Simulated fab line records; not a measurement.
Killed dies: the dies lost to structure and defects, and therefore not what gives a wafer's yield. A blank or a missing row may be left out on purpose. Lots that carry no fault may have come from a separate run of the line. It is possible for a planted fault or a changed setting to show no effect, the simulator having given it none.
Lot-split experiment / flow n5Finfet / 7 lots, 21 wafers read, on a route of 1938 steps

ABOUT THE SPLIT
At N5_BEOL_M10_EXPOSE_08 (exposes mask M10), the setting doseMj was moved away from the recipe's 53.75 on 6 of the 21 wafers read, by -6.4% to +5.7%. For the rest of the wafers, this setting stayed at what the recipe calls for.

FROM THE SPLIT TO THE READING: what the file shows between them, 10 steps
- N5_BEOL_M10_PEB_09: peb time 60 s
- N5_BEOL_M10_DEVELOP_10: develop time 30 s
- N5_BEOL_M10_CD_MEAS_11: target cd 64.1 nm
- N5_BEOL_M10_DESCUM_16: chemistry O2, time 7.9 s
- N5_BEOL_M10_ETCH_61: etches SiARC in CF4, target depth 39 nm, time 65 s
- N5_BEOL_M10_ETCH_62: etches SOC in N2/H2, target depth 110 nm, overetch 22 nm, time 165 s
- N5_BEOL_M10_STRIP_68: strips in N2/H2
- N5_BEOL_M10_STRIP_67: strips in CF4
- N5_BEOL_M10_PRECLEAN_42: cleans in residue remover, time 60 s
- N5_BEOL_M10_SRD_43: time 30 s

THE READING
cdNm (nm) at N5_BEOL_M10_CD_MEAS_35, where the cd target is 70 nm. Typical for fault-free wafers on this fab line: 69.8 nm, with standard deviation 0.74 nm.

wafer=L076.1; tool, chamber at the split=arfiScanner-03, 0; doseMj as run=53.75; against the recipe=recipe; cdNm, nm=70.7; against lot-mates on the recipe=-
wafer=L076.3; tool, chamber at the split=arfiScanner-03, 0; doseMj as run=53.75; against the recipe=recipe; cdNm, nm=70.1; against lot-mates on the recipe=-
wafer=L076.6; tool, chamber at the split=arfiScanner-03, 0; doseMj as run=53.75; against the recipe=recipe; cdNm, nm=70.6; against lot-mates on the recipe=-
wafer=L080.2; tool, chamber at the split=arfiScanner-03, 0; doseMj as run=53.75; against the recipe=recipe; cdNm, nm=71.0; against lot-mates on the recipe=-
wafer=L080.4; tool, chamber at the split=arfiScanner-03, 0; doseMj as run=55.61; against the recipe=+3.5%; cdNm, nm=71.8; against lot-mates on the recipe=+1.2
wafer=L080.6; tool, chamber at the split=arfiScanner-03, 0; doseMj as run=53.75; against the recipe=recipe; cdNm, nm=70.2; against lot-mates on the recipe=-
wafer=L079.2; tool, chamber at the split=arfiScanner-01, 0; doseMj as run=53.75; against the recipe=recipe; cdNm, nm=69.4; against lot-mates on the recipe=-
wafer=L079.3; tool, chamber at the split=arfiScanner-01, 0; doseMj as run=53.75; against the recipe=recipe; cdNm, nm=69.7; against lot-mates on the recipe=-
wafer=L079.5; tool, chamber at the split=arfiScanner-01, 0; doseMj as run=52.71; against the recipe=-1.9%; cdNm, nm=69.2; against lot-mates on the recipe=-0.4
wafer=L084.3; tool, chamber at the split=arfiScanner-03, 0; doseMj as run=53.75; against the recipe=recipe; cdNm, nm=71.4; against lot-mates on the recipe=-
wafer=L084.4; tool, chamber at the split=arfiScanner-03, 0; doseMj as run=53.75; against the recipe=recipe; cdNm, nm=69.4; against lot-mates on the recipe=-
wafer=L084.6; tool, chamber at the split=arfiScanner-03, 0; doseMj as run=50.31; against the recipe=-6.4%; cdNm, nm=67.3; against lot-mates on the recipe=-3.1
wafer=L088.2; tool, chamber at the split=arfiScanner-02, 0; doseMj as run=53.75; against the recipe=recipe; cdNm, nm=70.2; against lot-mates on the recipe=-
wafer=L088.4; tool, chamber at the split=arfiScanner-02, 0; doseMj as run=56.81; against the recipe=+5.7%; cdNm, nm=73.4; against lot-mates on the recipe=+3.2
wafer=L088.6; tool, chamber at the split=arfiScanner-02, 0; doseMj as run=56.81; against the recipe=+5.7%; cdNm, nm=72.5; against lot-mates on the recipe=+2.3
wafer=L094.1; tool, chamber at the split=arfiScanner-03, 0; doseMj as run=51.71; against the recipe=-3.8%; cdNm, nm=67.1; against lot-mates on the recipe=-2.5
wafer=L094.3; tool, chamber at the split=arfiScanner-03, 0; doseMj as run=53.75; against the recipe=recipe; cdNm, nm=69.9; against lot-mates on the recipe=-
wafer=L094.5; tool, chamber at the split=arfiScanner-03, 0; doseMj as run=53.75; against the recipe=recipe; cdNm, nm=69.3; against lot-mates on the recipe=-
wafer=L097.1; tool, chamber at the split=arfiScanner-03, 0; doseMj as run=53.75; against the recipe=recipe; cdNm, nm=70.3; against lot-mates on the recipe=-
wafer=L097.2; tool, chamber at the split=arfiScanner-03, 0; doseMj as run=53.75; against the recipe=recipe; cdNm, nm=68.7; against lot-mates on the recipe=-
wafer=L097.6; tool, chamber at the split=arfiScanner-03, 0; doseMj as run=53.75; against the recipe=recipe; cdNm, nm=70.2; against lot-mates on the recipe=-

FIT RESULTS
A straight line over all 21 wafers: cdNm changes by +0.512 nm for each +1% of doseMj; r = +0.90; the points scatter about the line by 0.68 nm.
The same after taking each lot's own level away (the mean of its wafers on the recipe; 21 wafers): +0.482 nm for each +1%; r = +0.92; scatter 0.55 nm.
On that fit, the largest move of doseMj shifts the reading by 3.1 nm.
Measured against the standard deviation above, the lots' own levels, which go from 69.55 to 70.60 nm, span 1.4 times it.
Consequently the slope shifts little with the lot-to-lot level, the two slopes agreeing.
Check: for one of the wafers moved furthest among these (-6.4%), held out of the fit, the line's prediction against its lot-mates is -3.12 nm. Against them it came out at -3.1 nm.

OTHER SPLITS ON THESE WAFERS
Note: prior to the reading, these wafers also went through further splits. Each is held against what the fit with the lots' levels taken away leaves over:
other split on the same wafers=N5_BEOL_M8_PECVD_70 tempC; wafers away from the commonest value=6; r with cdNm (lot level and that fit taken away)=-0.09
other split on the same wafers=N5_BEOL_M9_DESCUM_16 timeS; wafers away from the commonest value=9; r with cdNm (lot level and that fit taken away)=+0.19

THE WHOLE CHAIN: every reading that the file lists as answering this split, in the file's order
step=N5_BEOL_M10_CD_MEAS_11; what it does=target cd 64.1 nm; reading=cdNm; change (the file's fit)=+0.467 nm for each +1% of the setting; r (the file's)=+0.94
step=N5_BEOL_M10_ETCH_61; what it does=etches SiARC in CF4, target depth 39 nm, time 65 s; reading=BEOL_M10.cdOffsetNm (the simulator's own value, which no gauge read); change (the file's fit)=+0.477 nm for each +1% of the setting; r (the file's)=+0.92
step=N5_BEOL_M10_ETCH_62; what it does=etches SOC in N2/H2, target depth 110 nm, overetch 22 nm, time 165 s; reading=BEOL_M10.cdOffsetNm (the simulator's own value, which no gauge read); change (the file's fit)=+0.471 nm for each +1% of the setting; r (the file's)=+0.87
step=N5_BEOL_M10_CD_MEAS_35; what it does=target cd 70 nm; reading=cdNm; change (the file's fit)=+0.484 nm for each +1% of the setting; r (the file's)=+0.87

FILE'S OWN FIT
cdNm changes by +0.484 nm for each +1% of doseMj, r = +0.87.
